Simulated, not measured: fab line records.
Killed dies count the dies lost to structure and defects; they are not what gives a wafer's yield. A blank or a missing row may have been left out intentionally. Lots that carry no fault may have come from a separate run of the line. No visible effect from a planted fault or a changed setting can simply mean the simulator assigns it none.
fab line records :: flow n5_finfet :: part 2 of 2: steps 20 to 29 of 29
record:
  lots: 5
  wafers: 15
  last_day: 16
route steps=1938 shown BEOL_M3@961
lots with no fault: from the same line, run without faults
start_h: hours from the record's first day to the start of the lot's first wafer shown :: wait_h: hours from the lot's prior step to this one :: " unchanged from the row above :: L1.1+2: one row covering several wafers at once :: - either no value or no given start :: * or withheld: withheld :: < > ~ a bound
route shown NAME@n: a module of which the file shows steps, and the number in the route of the first :: usual: mean/standard deviation taken from wafers without a fault :: same: alike in all rows :: chamber/n: place in a boat :: sites: the reading at each site :: _std_site: how widely they spread, as a standard deviation :: _edge_site: inner sites' mean taken away from outer sites' mean :: radius_mm: how far each site lies from the wafer's centre :: mask NAME#n: copy n :: behind: the tool/chamber that last shaped the wafer :: hold: cause of the lot's hold/its duration in hours/its outcome :: device: which transistor (n, p or np) failed to switch :: end of line: the tests these same wafers got at the end of their route :: a step with no rows: only its recipe :: killed: count of dies lost to structure and defects at first sort (not the wafer's yield) :: map: dies across one wafer; x = killed, . = not, _ = none there
set.NAME: setting as actually run; set.NAME@STEP: the setting as run at that earlier step :: model.NAME: the simulator's own value behind a step, which no gauge read
lots seen at some steps along the route; tables by step, rows by wafer
services: a tool's chamber out of use, with start hour (start_h, from the record's first day; less than 0 if before it), hours out, and reason
== steps ==
step: N5_BEOL_M3_TRENCH_ETCH_37
recipe:
  chemistry: C4F6/O2
  target_depth_a: 555.55
  target: SiOC
  time_s: 29.2
  ion_energy_ev: 250
  pressure_mtorr: 30
  source_w: 355
  bias_w: 185
  Ar_flow_sccm: 300
  C4F6_flow_sccm: 10
  O2_flow_sccm: 10
usual:
  O2_flow_sccm: 10.00/0.033
  drypump_motor_current_A: 5.7/0.51
  oes_f_703_au: 0.77/0.093
  oes_product_au: 0.77/0.094
  rf_vpp_V: 667/7.7
  showerhead_plenum_p_Torr: 2.87/0.097
  throttle_valve_pct: 20.95/0.25
lot.wafer: L081.3
tool: rie_diel-02
chamber: 1
start_h: -
wait_h: -
O2_flow_sccm: 9.99
drypump_motor_current_A: 5.9
oes_f_703_au: 0.92
oes_product_au: 0.92
rf_hours_counter_h: 19
rf_vpp_V: 673
showerhead_plenum_p_Torr: 3.03
throttle_valve_pct: 20.53

lot.wafer: L081.4
tool: rie_diel-02
chamber: 0
start_h: -
wait_h: -
O2_flow_sccm: 10.02
drypump_motor_current_A: 6.0
oes_f_703_au: 0.69
oes_product_au: 0.70
rf_hours_counter_h: 225
rf_vpp_V: 664
showerhead_plenum_p_Torr: 2.81
throttle_valve_pct: 21.27

lot.wafer: L081.6
tool: rie_diel-02
chamber: 3
start_h: -
wait_h: -
O2_flow_sccm: 9.91
drypump_motor_current_A: 4.8
oes_f_703_au: 0.74
oes_product_au: 0.72
rf_hours_counter_h: -
rf_vpp_V: 661
showerhead_plenum_p_Torr: 2.84
throttle_valve_pct: 21.12

lot.wafer: L080.3
tool: rie_diel-04
chamber: 0
start_h: -
wait_h: -
O2_flow_sccm: 10.00
drypump_motor_current_A: 6.1
oes_f_703_au: 0.71
oes_product_au: 0.71
rf_hours_counter_h: 193
rf_vpp_V: 666
showerhead_plenum_p_Torr: 2.84
throttle_valve_pct: 21.07

lot.wafer: L080.4
tool: rie_diel-04
chamber: 1
start_h: -
wait_h: -
O2_flow_sccm: 10.01
drypump_motor_current_A: 6.6
oes_f_703_au: 0.76
oes_product_au: 0.75
rf_hours_counter_h: -
rf_vpp_V: 652
showerhead_plenum_p_Torr: 2.73
throttle_valve_pct: 21.02

lot.wafer: L080.6
tool: rie_diel-04
chamber: 2
start_h: -
wait_h: -
O2_flow_sccm: 10.02
drypump_motor_current_A: 5.5
oes_f_703_au: 0.75
oes_product_au: 0.75
rf_hours_counter_h: -
rf_vpp_V: 673
showerhead_plenum_p_Torr: 2.94
throttle_valve_pct: 20.87

lot.wafer: L085.1
tool: rie_diel-04
chamber: 2
start_h: -
wait_h: -
O2_flow_sccm: 10.03
drypump_motor_current_A: 5.5
oes_f_703_au: 0.75
oes_product_au: 0.74
rf_hours_counter_h: 186
rf_vpp_V: 672
showerhead_plenum_p_Torr: 2.94
throttle_valve_pct: 20.90

lot.wafer: L085.3
tool: rie_diel-04
chamber: 3
start_h: -
wait_h: -
O2_flow_sccm: 9.99
drypump_motor_current_A: 5.7
oes_f_703_au: 1.01
oes_product_au: 1.00
rf_hours_counter_h: 1
rf_vpp_V: 674
showerhead_plenum_p_Torr: 3.03
throttle_valve_pct: 20.90

lot.wafer: L085.4
tool: rie_diel-04
chamber: 1
start_h: -
wait_h: -
O2_flow_sccm: 10.02
drypump_motor_current_A: 6.6
oes_f_703_au: 0.76
oes_product_au: 0.74
rf_hours_counter_h: 177
rf_vpp_V: 653
showerhead_plenum_p_Torr: 2.72
throttle_valve_pct: 21.02

lot.wafer: L087.1
tool: rie_diel-02
chamber: 0
start_h: -
wait_h: -
O2_flow_sccm: 10.02
drypump_motor_current_A: 6.0
oes_f_703_au: 0.69
oes_product_au: 0.70
rf_hours_counter_h: 230
rf_vpp_V: 665
showerhead_plenum_p_Torr: 2.81
throttle_valve_pct: 21.28

lot.wafer: L087.2
tool: rie_diel-02
chamber: 3
start_h: -
wait_h: -
O2_flow_sccm: 10.03
drypump_motor_current_A: 4.7
oes_f_703_au: 0.74
oes_product_au: 0.72
rf_hours_counter_h: 203
rf_vpp_V: 661
showerhead_plenum_p_Torr: 2.83
throttle_valve_pct: 21.15

lot.wafer: L087.4
tool: rie_diel-02
chamber: 2
start_h: -
wait_h: -
O2_flow_sccm: 10.00
drypump_motor_current_A: 5.6
oes_f_703_au: 0.75
oes_product_au: 0.74
rf_hours_counter_h: 152
rf_vpp_V: 677
showerhead_plenum_p_Torr: 2.85
throttle_valve_pct: 20.63

lot.wafer: L086.2
tool: rie_diel-02
chamber: 1
start_h: -
wait_h: -
O2_flow_sccm: 10.00
drypump_motor_current_A: 5.9
oes_f_703_au: 0.90
oes_product_au: 0.91
rf_hours_counter_h: 26
rf_vpp_V: 672
showerhead_plenum_p_Torr: 3.03
throttle_valve_pct: 20.53

lot.wafer: L086.5
tool: rie_diel-02
chamber: 0
start_h: -
wait_h: -
O2_flow_sccm: 9.99
drypump_motor_current_A: 6.0
oes_f_703_au: 0.69
oes_product_au: 0.69
rf_hours_counter_h: -
rf_vpp_V: 664
showerhead_plenum_p_Torr: 2.81
throttle_valve_pct: 21.29

lot.wafer: L086.6
tool: rie_diel-02
chamber: 3
start_h: -
wait_h: -
O2_flow_sccm: 10.00
drypump_motor_current_A: 4.8
oes_f_703_au: 0.74
oes_product_au: 0.72
rf_hours_counter_h: -
rf_vpp_V: 659
showerhead_plenum_p_Torr: 2.83
throttle_valve_pct: 21.16
step: N5_BEOL_M3_ETCH_41
recipe:
  chemistry: CH3F/O2
  target: SiCN
  target_depth_a: 299
  taper_deg: 2
  time_s: 52.5
  ion_energy_ev: 120
  mask_material: TiN
  pressure_mtorr: 30
  source_w: 395
  bias_w: 75
  Ar_flow_sccm: 150
  CH3F_flow_sccm: 30
  O2_flow_sccm: 20
usual:
  O2_flow_sccm: 19.99/0.063
  drypump_motor_current_A: 5.7/0.51
  oes_product_au: 0.77/0.095
  rf_vpp_V: 297.8/1.7
  showerhead_plenum_p_Torr: 2.02/0.071
  throttle_valve_pct: 16.42/0.26
lot.wafer: L081.3
tool: rie_diel-02
chamber: 1
start_h: -
wait_h: -
O2_flow_sccm: 20.05
drypump_motor_current_A: 5.9
oes_product_au: 0.92
rf_hours_counter_h: 19
rf_vpp_V: 300.6
showerhead_plenum_p_Torr: 2.13
throttle_valve_pct: 15.94

lot.wafer: L081.4
tool: rie_diel-02
chamber: 0
start_h: -
wait_h: -
O2_flow_sccm: 19.98
drypump_motor_current_A: 6.0
oes_product_au: 0.70
rf_hours_counter_h: 225
rf_vpp_V: 296.3
showerhead_plenum_p_Torr: 1.97
throttle_valve_pct: 16.76

lot.wafer: L081.6
tool: rie_diel-02
chamber: 3
start_h: -
wait_h: -
O2_flow_sccm: 19.97
drypump_motor_current_A: 4.8
oes_product_au: 0.72
rf_hours_counter_h: -
rf_vpp_V: 298.6
showerhead_plenum_p_Torr: 1.99
throttle_valve_pct: 16.61

lot.wafer: L080.3
tool: rie_diel-04
chamber: 0
start_h: -
wait_h: -
O2_flow_sccm: 20.04
drypump_motor_current_A: 6.1
oes_product_au: 0.72
rf_hours_counter_h: 193
rf_vpp_V: 297.5
showerhead_plenum_p_Torr: 1.99
throttle_valve_pct: 16.55

lot.wafer: L080.4
tool: rie_diel-04
chamber: 1
start_h: -
wait_h: -
O2_flow_sccm: 19.96
drypump_motor_current_A: 6.6
oes_product_au: 0.76
rf_hours_counter_h: -
rf_vpp_V: 294.9
showerhead_plenum_p_Torr: 1.91
throttle_valve_pct: 16.49

lot.wafer: L080.6
tool: rie_diel-04
chamber: 2
start_h: -
wait_h: -
O2_flow_sccm: 20.03
drypump_motor_current_A: 5.5
oes_product_au: 0.75
rf_hours_counter_h: -
rf_vpp_V: 298.7
showerhead_plenum_p_Torr: 2.07
throttle_valve_pct: 16.39

lot.wafer: L085.1
tool: rie_diel-04
chamber: 2
start_h: -
wait_h: -
O2_flow_sccm: 20.00
drypump_motor_current_A: 5.5
oes_product_au: 0.74
rf_hours_counter_h: 186
rf_vpp_V: 299.7
showerhead_plenum_p_Torr: 2.07
throttle_valve_pct: 16.40

lot.wafer: L085.3
tool: rie_diel-04
chamber: 3
start_h: -
wait_h: -
O2_flow_sccm: 19.95
drypump_motor_current_A: 5.6
oes_product_au: 1.00
rf_hours_counter_h: 1
rf_vpp_V: 299.2
showerhead_plenum_p_Torr: 2.14
throttle_valve_pct: 16.28

lot.wafer: L085.4
tool: rie_diel-04
chamber: 1
start_h: -
wait_h: -
O2_flow_sccm: 20.00
drypump_motor_current_A: 6.6
oes_product_au: 0.75
rf_hours_counter_h: 177
rf_vpp_V: 295.2
showerhead_plenum_p_Torr: 1.91
throttle_valve_pct: 16.49

lot.wafer: L087.1
tool: rie_diel-02
chamber: 0
start_h: -
wait_h: -
O2_flow_sccm: 19.97
drypump_motor_current_A: 6.0
oes_product_au: 0.71
rf_hours_counter_h: 230
rf_vpp_V: 296.5
showerhead_plenum_p_Torr: 1.97
throttle_valve_pct: 16.77

lot.wafer: L087.2
tool: rie_diel-02
chamber: 3
start_h: -
wait_h: -
O2_flow_sccm: 19.96
drypump_motor_current_A: 4.8
oes_product_au: 0.72
rf_hours_counter_h: 203
rf_vpp_V: 296.6
showerhead_plenum_p_Torr: 1.99
throttle_valve_pct: 16.61

lot.wafer: L087.4
tool: rie_diel-02
chamber: 2
start_h: -
wait_h: -
O2_flow_sccm: 19.97
drypump_motor_current_A: 5.6
oes_product_au: 0.75
rf_hours_counter_h: 152
rf_vpp_V: 298.1
showerhead_plenum_p_Torr: 2.00
throttle_valve_pct: 16.14

lot.wafer: L086.2
tool: rie_diel-02
chamber: 1
start_h: -
wait_h: -
O2_flow_sccm: 19.90
drypump_motor_current_A: 5.9
oes_product_au: 0.91
rf_hours_counter_h: 26
rf_vpp_V: 300.8
showerhead_plenum_p_Torr: 2.13
throttle_valve_pct: 15.97

lot.wafer: L086.5
tool: rie_diel-02
chamber: 0
start_h: -
wait_h: -
O2_flow_sccm: 20.06
drypump_motor_current_A: 6.0
oes_product_au: 0.70
rf_hours_counter_h: -
rf_vpp_V: 295.2
showerhead_plenum_p_Torr: 1.97
throttle_valve_pct: 16.77

lot.wafer: L086.6
tool: rie_diel-02
chamber: 3
start_h: -
wait_h: -
O2_flow_sccm: 20.03
drypump_motor_current_A: 4.8
oes_product_au: 0.72
rf_hours_counter_h: -
rf_vpp_V: 298.0
showerhead_plenum_p_Torr: 1.99
throttle_valve_pct: 16.60
step: N5_BEOL_M3_STRIP_97
recipe:
  chemistry: N2/H2
  time_s: 10
  power_w: 450
  temp_c: 40
  pressure_mtorr: 20
  rf_frequency_hz: 6e+07
  bias_power_w: 7
  n2_flow_sccm: 200
  h2_flow_sccm: 200
usual:
  drypump_motor_current_A: 5.8/0.52
  oes_product_au: 0.77/0.093
  rf_vpp_V: 59.2/0.88
  showerhead_plenum_p_Torr: 2.56/0.092
  throttle_valve_pct: 23.71/0.29
lot.wafer: L081.3
tool: rie_diel-02
chamber: 1
start_h: -
wait_h: -
drypump_motor_current_A: 5.9
oes_product_au: 0.91
rf_hours_counter_h: 19
rf_vpp_V: 59.5
showerhead_plenum_p_Torr: 2.71
throttle_valve_pct: 23.33

lot.wafer: L081.4
tool: rie_diel-02
chamber: 0
start_h: -
wait_h: -
drypump_motor_current_A: 6.0
oes_product_au: 0.70
rf_hours_counter_h: 225
rf_vpp_V: 59.5
showerhead_plenum_p_Torr: 2.51
throttle_valve_pct: 24.20

lot.wafer: L081.6
tool: rie_diel-02
chamber: 3
start_h: -
wait_h: -
drypump_motor_current_A: 4.7
oes_product_au: 0.72
rf_hours_counter_h: -
rf_vpp_V: 60.8
showerhead_plenum_p_Torr: 2.52
throttle_valve_pct: 23.90

lot.wafer: L080.3
tool: rie_diel-04
chamber: 0
start_h: -
wait_h: -
drypump_motor_current_A: 6.1
oes_product_au: 0.72
rf_hours_counter_h: 193
rf_vpp_V: 58.3
showerhead_plenum_p_Torr: 2.51
throttle_valve_pct: 23.50

lot.wafer: L080.4
tool: rie_diel-04
chamber: 1
start_h: -
wait_h: -
drypump_motor_current_A: 6.7
oes_product_au: 0.76
rf_hours_counter_h: -
rf_vpp_V: 58.7
showerhead_plenum_p_Torr: 2.43
throttle_valve_pct: 24.00

lot.wafer: L080.6
tool: rie_diel-04
chamber: 2
start_h: -
wait_h: -
drypump_motor_current_A: 5.5
oes_product_au: 0.75
rf_hours_counter_h: -
rf_vpp_V: 59.8
showerhead_plenum_p_Torr: 2.63
throttle_valve_pct: 23.59

lot.wafer: L085.1
tool: rie_diel-04
chamber: 2
start_h: -
wait_h: -
drypump_motor_current_A: 5.5
oes_product_au: 0.74
rf_hours_counter_h: 186
rf_vpp_V: 60.2
showerhead_plenum_p_Torr: 2.63
throttle_valve_pct: 23.57

lot.wafer: L085.3
tool: rie_diel-04
chamber: 3
start_h: -
wait_h: -
drypump_motor_current_A: 5.7
oes_product_au: 1.00
rf_hours_counter_h: 1
rf_vpp_V: 61.0
showerhead_plenum_p_Torr: 2.71
throttle_valve_pct: 23.53

lot.wafer: L085.4
tool: rie_diel-04
chamber: 1
start_h: -
wait_h: -
drypump_motor_current_A: 6.6
oes_product_au: 0.76
rf_hours_counter_h: 177
rf_vpp_V: 59.4
showerhead_plenum_p_Torr: 2.43
throttle_valve_pct: 24.02

lot.wafer: L087.1
tool: rie_diel-02
chamber: 0
start_h: -
wait_h: -
drypump_motor_current_A: 6.0
oes_product_au: 0.70
rf_hours_counter_h: 230
rf_vpp_V: 57.5
showerhead_plenum_p_Torr: 2.51
throttle_valve_pct: 24.21

lot.wafer: L087.2
tool: rie_diel-02
chamber: 3
start_h: -
wait_h: -
drypump_motor_current_A: 4.7
oes_product_au: 0.72
rf_hours_counter_h: 203
rf_vpp_V: 57.4
showerhead_plenum_p_Torr: 2.52
throttle_valve_pct: 23.90

lot.wafer: L087.4
tool: rie_diel-02
chamber: 2
start_h: -
wait_h: -
drypump_motor_current_A: 5.6
oes_product_au: 0.74
rf_hours_counter_h: 152
rf_vpp_V: 58.8
showerhead_plenum_p_Torr: 2.55
throttle_valve_pct: 23.40

lot.wafer: L086.2
tool: rie_diel-02
chamber: 1
start_h: -
wait_h: -
drypump_motor_current_A: 5.9
oes_product_au: 0.91
rf_hours_counter_h: 26
rf_vpp_V: 59.9
showerhead_plenum_p_Torr: 2.71
throttle_valve_pct: 23.33

lot.wafer: L086.5
tool: rie_diel-02
chamber: 0
start_h: -
wait_h: -
drypump_motor_current_A: 6.0
oes_product_au: 0.69
rf_hours_counter_h: -
rf_vpp_V: 60.3
showerhead_plenum_p_Torr: 2.51
throttle_valve_pct: 24.21

lot.wafer: L086.6
tool: rie_diel-02
chamber: 3
start_h: -
wait_h: -
drypump_motor_current_A: 4.8
oes_product_au: 0.71
rf_hours_counter_h: -
rf_vpp_V: 59.7
showerhead_plenum_p_Torr: 2.52
throttle_valve_pct: 23.91
step: N5_BEOL_M3_OCD_MEAS_38
usual:
  trench_depth_nm: 55.3/0.64
lot.wafer: L081.3
tool: ocd-01
chamber: -
start_h: 218.22
wait_h: -
trench_depth_nm: 55.9

lot.wafer: L081.4
tool: ocd-01
chamber: -
start_h: 218.22
wait_h: -
trench_depth_nm: 54.8

lot.wafer: L081.6
tool: ocd-01
chamber: -
start_h: 218.22
wait_h: -
trench_depth_nm: 55.3

lot.wafer: L080.3
tool: ocd-01
chamber: -
start_h: 221.82
wait_h: -
trench_depth_nm: 55.6

lot.wafer: L080.4
tool: ocd-01
chamber: -
start_h: 221.82
wait_h: -
trench_depth_nm: 55.9

lot.wafer: L080.6
tool: ocd-01
chamber: -
start_h: 221.82
wait_h: -
trench_depth_nm: 55.6

lot.wafer: L085.1
tool: ocd-01
chamber: -
start_h: 233.27
wait_h: -
trench_depth_nm: 54.8

lot.wafer: L085.3
tool: ocd-01
chamber: -
start_h: 233.27
wait_h: -
trench_depth_nm: 56.0

lot.wafer: L085.4
tool: ocd-01
chamber: -
start_h: 233.27
wait_h: -
trench_depth_nm: 54.6

lot.wafer: L087.1
tool: ocd-02
chamber: -
start_h: 234.35
wait_h: -
trench_depth_nm: 54.0

lot.wafer: L087.2
tool: ocd-02
chamber: -
start_h: 234.35
wait_h: -
trench_depth_nm: 56.6

lot.wafer: L087.4
tool: ocd-02
chamber: -
start_h: 234.35
wait_h: -
trench_depth_nm: 56.0

lot.wafer: L086.2
tool: ocd-01
chamber: -
start_h: 238.84
wait_h: -
trench_depth_nm: 55.7

lot.wafer: L086.5
tool: ocd-01
chamber: -
start_h: 238.84
wait_h: -
trench_depth_nm: 55.0

lot.wafer: L086.6
tool: ocd-01
chamber: -
start_h: 238.84
wait_h: -
trench_depth_nm: 55.5
step: N5_BEOL_M3_HM_STRIP_39
recipe:
  chemistry: peroxide_tin_strip
  material: TiN
  target_depth_a: 250
  temp_c: 50
  time_s: 158
lot.wafer: L081.3+4+6
tool: wet_bench-02
chamber: 5,3,7
start_h: 218.25
wait_h: 0.0

lot.wafer: L080.3+4+6
tool: wet_bench-04
chamber: 7,2,1
start_h: 221.85
wait_h: 0.0

lot.wafer: L085.1+3+4
tool: wet_bench-04
chamber: 7,6,3
start_h: 233.30
wait_h: 0.0

lot.wafer: L087.1+2+4
tool: wet_bench-05
chamber: 3,4,2
start_h: 234.38
wait_h: 0.0

lot.wafer: L086.2+5+6
tool: wet_bench-04
chamber: 6,0,4
start_h: 238.87
wait_h: 0.0
step: N5_BEOL_M3_SRD_40
recipe:
  time_s: 30
  temp_c: 23
  rinse_liquid: diw
  dry: ipa_marangoni
lot.wafer: L081.3+4+6
tool: wet_bench-02
chamber: 5,3,7
start_h: 218.30
wait_h: 0.0

lot.wafer: L080.3+4+6
tool: wet_bench-04
chamber: 7,2,1
start_h: 221.89
wait_h: 0.0

lot.wafer: L085.1+3+4
tool: wet_bench-04
chamber: 7,6,3
start_h: 233.35
wait_h: 0.0

lot.wafer: L087.1+2+4
tool: wet_bench-05
chamber: 3,4,2
start_h: 234.43
wait_h: 0.0

lot.wafer: L086.2+5+6
tool: wet_bench-04
chamber: 6,0,4
start_h: 238.92
wait_h: 0.0
step: N5_BEOL_M3_PRECLEAN_42
recipe:
  chemistry: residue_remover
  time_s: 60
  temp_c: 40
lot.wafer: L081.3+4+6
tool: wet_bench-02
chamber: 5,3,7
start_h: 218.32
wait_h: 0.0

lot.wafer: L080.3+4+6
tool: wet_bench-04
chamber: 7,2,1
start_h: 221.91
wait_h: 0.0

lot.wafer: L085.1+3+4
tool: wet_bench-04
chamber: 7,6,3
start_h: 233.37
wait_h: 0.0

lot.wafer: L087.1+2+4
tool: wet_bench-05
chamber: 3,4,2
start_h: 234.44
wait_h: 0.0

lot.wafer: L086.2+5+6
tool: wet_bench-04
chamber: 6,0,4
start_h: 238.93
wait_h: 0.0
step: N5_BEOL_M3_SRD_43
recipe:
  time_s: 30
  temp_c: 23
  rinse_liquid: diw
  dry: ipa_marangoni
lot.wafer: L081.3+4+6
tool: wet_bench-02
chamber: 5,3,7
start_h: 218.33
wait_h: 0.0

lot.wafer: L080.3+4+6
tool: wet_bench-04
chamber: 7,2,1
start_h: 221.93
wait_h: 0.0

lot.wafer: L085.1+3+4
tool: wet_bench-04
chamber: 7,6,3
start_h: 233.38
wait_h: 0.0

lot.wafer: L087.1+2+4
tool: wet_bench-05
chamber: 3,4,2
start_h: 234.46
wait_h: 0.0

lot.wafer: L086.2+5+6
tool: wet_bench-04
chamber: 6,0,4
start_h: 238.95
wait_h: 0.0
step: N5_BEOL_M3_CD_MEAS_35
recipe:
  target_cd_nm: 18
  target_cd_y_nm: 21
  polarity: opening
usual:
  cd_nm: 18.0/0.33
lot.wafer: L081.3
tool: cd_sem-02
chamber: -
start_h: 218.38
wait_h: 0.0
cd_nm: 17.4

lot.wafer: L081.4
tool: cd_sem-02
chamber: -
start_h: 218.38
wait_h: 0.0
cd_nm: 17.4

lot.wafer: L081.6
tool: cd_sem-02
chamber: -
start_h: 218.38
wait_h: 0.0
cd_nm: 18.1

lot.wafer: L080.3
tool: cd_sem-01
chamber: -
start_h: 221.97
wait_h: 0.0
cd_nm: 17.7

lot.wafer: L080.4
tool: cd_sem-01
chamber: -
start_h: 221.97
wait_h: 0.0
cd_nm: 17.6

lot.wafer: L080.6
tool: cd_sem-01
chamber: -
start_h: 221.97
wait_h: 0.0
cd_nm: 17.6

lot.wafer: L085.1
tool: cd_sem-01
chamber: -
start_h: 233.42
wait_h: 0.0
cd_nm: 18.1

lot.wafer: L085.3
tool: cd_sem-01
chamber: -
start_h: 233.42
wait_h: 0.0
cd_nm: 17.8

lot.wafer: L085.4
tool: cd_sem-01
chamber: -
start_h: 233.42
wait_h: 0.0
cd_nm: 17.9

lot.wafer: L087.1
tool: cd_sem-02
chamber: -
start_h: 234.50
wait_h: 0.0
cd_nm: 17.7

lot.wafer: L087.2
tool: cd_sem-02
chamber: -
start_h: 234.50
wait_h: 0.0
cd_nm: 17.9

lot.wafer: L087.4
tool: cd_sem-02
chamber: -
start_h: 234.50
wait_h: 0.0
cd_nm: 17.5

lot.wafer: L086.2
tool: cd_sem-01
chamber: -
start_h: 238.99
wait_h: 0.0
cd_nm: 18.0

lot.wafer: L086.5
tool: cd_sem-01
chamber: -
start_h: 238.99
wait_h: 0.0
cd_nm: 17.6

lot.wafer: L086.6
tool: cd_sem-01
chamber: -
start_h: 238.99
wait_h: 0.0
cd_nm: 18.2
step: N5_BEOL_M3_DEGAS_44
recipe:
  ambient: vacuum
  temp_c: 250
  time_s: 60
usual:
  heater_power_w: 315/29
lot.wafer: L081.3
tool: pvd_sputter-03
chamber: -
start_h: 218.75
wait_h: 0.4
heater_power_w: 318

lot.wafer: L081.4
tool: pvd_sputter-03
chamber: -
start_h: 218.75
wait_h: 0.4
heater_power_w: 352

lot.wafer: L081.6
tool: pvd_sputter-03
chamber: -
start_h: 218.75
wait_h: 0.4
heater_power_w: 292

lot.wafer: L080.3
tool: pvd_sputter-02
chamber: -
start_h: 222.56
wait_h: 0.6
heater_power_w: 300

lot.wafer: L080.4
tool: pvd_sputter-02
chamber: -
start_h: 222.56
wait_h: 0.6
heater_power_w: 359

lot.wafer: L080.6
tool: pvd_sputter-02
chamber: -
start_h: 222.56
wait_h: 0.6
heater_power_w: 359

lot.wafer: L085.1
tool: pvd_sputter-03
chamber: -
start_h: 234.01
wait_h: 0.6
heater_power_w: 331

lot.wafer: L085.3
tool: pvd_sputter-03
chamber: -
start_h: 234.01
wait_h: 0.6
heater_power_w: 291

lot.wafer: L085.4
tool: pvd_sputter-03
chamber: -
start_h: 234.01
wait_h: 0.6
heater_power_w: 314

lot.wafer: L087.1
tool: pvd_sputter-02
chamber: -
start_h: 235.03
wait_h: 0.5
heater_power_w: 363

lot.wafer: L087.2
tool: pvd_sputter-02
chamber: -
start_h: 235.03
wait_h: 0.5
heater_power_w: 304

lot.wafer: L087.4
tool: pvd_sputter-02
chamber: -
start_h: 235.03
wait_h: 0.5
heater_power_w: 314

lot.wafer: L086.2
tool: pvd_sputter-01
chamber: -
start_h: 239.32
wait_h: 0.3
heater_power_w: 291

lot.wafer: L086.5
tool: pvd_sputter-01
chamber: -
start_h: 239.32
wait_h: 0.3
heater_power_w: 312

lot.wafer: L086.6
tool: pvd_sputter-01
chamber: -
start_h: 239.32
wait_h: 0.3
heater_power_w: 283
== services ==
tool: pvd_sputter-02
chamber: -
start_h: 185.64
hours: 12.6
kind: repair

tool: ald_sin-03
chamber: 2
start_h: 188.14
hours: 7.4
kind: repair

tool: ald_sin-01
chamber: -
start_h: 189.68
hours: 4.3
kind: pm

tool: ald_sin-03
chamber: 0
start_h: 190.81
hours: -
kind: clean

tool: ald_sin-03
chamber: 1
start_h: 190.81
hours: -
kind: clean

tool: ald_sin-03
chamber: 3
start_h: 190.81
hours: -
kind: clean

tool: euv_scanner-02
chamber: -
start_h: 197.40
hours: 1.0
kind: pm

tool: euv_scanner-01
chamber: -
start_h: 198.41
hours: 1.0
kind: pm

tool: rie_diel-02
chamber: 0
start_h: 202.66
hours: 7.8
kind: repair

tool: rie_diel-02
chamber: 2
start_h: 206.69
hours: 6.6
kind: repair

tool: rie_diel-05
chamber: 2
start_h: 209.91
hours: -
kind: clean

tool: rie_diel-05
chamber: 2
start_h: 209.91
hours: -
kind: consumable_replace:focus_ring

tool: rie_diel-05
chamber: 2
start_h: 209.91
hours: 14.9
kind: scheduled_down

tool: rie_diel-05
chamber: 2
start_h: 209.91
hours: 14.9
kind: vent_cycle

tool: rie_diel-04
chamber: 3
start_h: 210.24
hours: -
kind: clean

tool: rie_diel-04
chamber: 3
start_h: 210.24
hours: -
kind: consumable_replace:focus_ring

tool: rie_diel-04
chamber: 3
start_h: 210.24
hours: -
kind: consumable_replace:showerhead

tool: rie_diel-04
chamber: 3
start_h: 210.24
hours: 16.8
kind: scheduled_down

tool: rie_diel-04
chamber: 3
start_h: 210.24
hours: 16.8
kind: vent_cycle

tool: ald_sin-02
chamber: 3
start_h: 212.69
hours: 12.1
kind: repair

tool: ald_sin-02
chamber: 1
start_h: 221.04
hours: 5.6
kind: repair

tool: ald_sin-02
chamber: 2
start_h: 226.91
hours: 10.4
kind: repair

tool: ald_sin-03
chamber: 1
start_h: 227.38
hours: 3.0
kind: repair
